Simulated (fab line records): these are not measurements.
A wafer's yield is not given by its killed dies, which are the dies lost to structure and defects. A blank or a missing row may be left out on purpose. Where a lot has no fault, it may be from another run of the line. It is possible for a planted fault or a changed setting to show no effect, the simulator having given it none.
Matching of chambers || flow nand-harc || NHARC_P_CONTACT_DEP_30 on pecvd-01 has 3 sister chambers
The step deposits SiNx, target thk 30 nm. 6 wafers are shown with their chamber, then 7 later ones without.

== WAFERS, EACH WITH ITS CHAMBER ==
{"wafer": "L087.6", "chamber": 1, "heater-power-w (W)": 603}
{"wafer": "L086.6", "chamber": 2, "heater-power-w (W)": 900}
{"wafer": "L088.1", "chamber": 1, "heater-power-w (W)": 527}
{"wafer": "L088.5", "chamber": 0, "heater-power-w (W)": 670}
{"wafer": "L090.1", "chamber": 2, "heater-power-w (W)": 885}
{"wafer": "L090.2", "chamber": 0, "heater-power-w (W)": 669}

== WAFERS MISSING THEIR CHAMBER ==
{"wafer": "L090.4", "heater-power-w (W)": 839}
{"wafer": "L092.1", "heater-power-w (W)": 611}
{"wafer": "L092.5", "heater-power-w (W)": 857}
{"wafer": "L092.6", "heater-power-w (W)": 752}
{"wafer": "L097.1", "heater-power-w (W)": 831}
{"wafer": "L097.3", "heater-power-w (W)": 768}
{"wafer": "L097.6", "heater-power-w (W)": 584}

== CHAMBER TAKEN BY EACH ==
{"wafer": "L090.4", "from the rows above": 2, "in truth": 2}
{"wafer": "L092.1", "from the rows above": "can't be placed: 1 or 0", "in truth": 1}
{"wafer": "L092.5", "from the rows above": 2, "in truth": 2}
{"wafer": "L092.6", "from the rows above": "can't be placed: 0 or 2", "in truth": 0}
{"wafer": "L097.1", "from the rows above": 2, "in truth": 2}
{"wafer": "L097.3", "from the rows above": "can't be placed: 0 or 2", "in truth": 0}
{"wafer": "L097.6", "from the rows above": 1, "in truth": 1}
Placed correctly: 4 of 7. From these rows, 3 cannot be placed; in 3 the true chamber is one of the candidates. 0 placed wrongly.
How it was worked out, from the rows above alone: a wafer's distance from a chamber is the root of the sum, over the readings, of the square of ((its reading less the chamber's mean) divided by the reading's scatter). The wafer belongs to the nearest chamber; if the next one is less than 2 further off, it can't be placed. The mean given for a chamber averages the wafers shown for that chamber. How the scatter is found: for the shown wafers, subtract from each reading the mean of its chamber, square and add these, divide the total by (wafers less chambers), then take the root.
